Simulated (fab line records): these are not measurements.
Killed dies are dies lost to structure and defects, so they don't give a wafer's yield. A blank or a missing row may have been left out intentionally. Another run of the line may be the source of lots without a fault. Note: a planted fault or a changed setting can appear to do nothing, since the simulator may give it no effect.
Chamber matching :: flow nand_harc :: 4 sister chambers for NHARC_A_STAIRCASE_TRIM_12 on rie_diel-06
The step chemistry O2, time 211.2 s. 4 wafers are shown with their chamber, then 7 later ones without.

## EACH WAFER AND ITS CHAMBER
wafer: L083.5
chamber: 1
drypump_motor_current_A (A): 5.8

wafer: L083.6
chamber: 2
drypump_motor_current_A (A): 5.1

wafer: L088.2
chamber: 3
drypump_motor_current_A (A): 5.9

wafer: L088.4
chamber: 0
drypump_motor_current_A (A): 5.8

## WAFERS WHOSE CHAMBER IS MISSING
wafer: L088.5
drypump_motor_current_A (A): 5.0

wafer: L090.1
drypump_motor_current_A (A): 5.9

wafer: L090.2
drypump_motor_current_A (A): 5.0

wafer: L090.3
drypump_motor_current_A (A): 5.8

wafer: L095.1
drypump_motor_current_A (A): 5.8

wafer: L095.2
drypump_motor_current_A (A): 5.9

wafer: L095.4
drypump_motor_current_A (A): 5.8

## WHICH CHAMBER EACH WENT THROUGH
wafer: L088.5
from the rows above: 2
in truth: 2

wafer: L090.1
from the rows above: can't be placed: 3 or 0 or 1
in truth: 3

wafer: L090.2
from the rows above: 2
in truth: 2

wafer: L090.3
from the rows above: can't be placed: 0 or 1 or 3
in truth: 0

wafer: L095.1
from the rows above: can't be placed: 0 or 1 or 3
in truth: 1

wafer: L095.2
from the rows above: can't be placed: 3 or 0 or 1
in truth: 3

wafer: L095.4
from the rows above: can't be placed: 0 or 1 or 3
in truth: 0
Placed correctly: 2 of 7. Not placeable from these rows: 5 (in 5, the candidates include the true chamber). 0 placed wrongly.
How it was worked out, from the rows above alone: a wafer's distance from a chamber is the root of the sum, over the readings, of the square of ((its reading less the chamber's mean) divided by the reading's scatter). The wafer belongs to the nearest chamber; if the next one is less than 2 further off, it can't be placed. For every chamber, the mean is computed from those of its wafers that are shown. The scatter: with one shown wafer a chamber, the root of the mean of the squares of how far each hidden wafer lies from its nearest shown one.
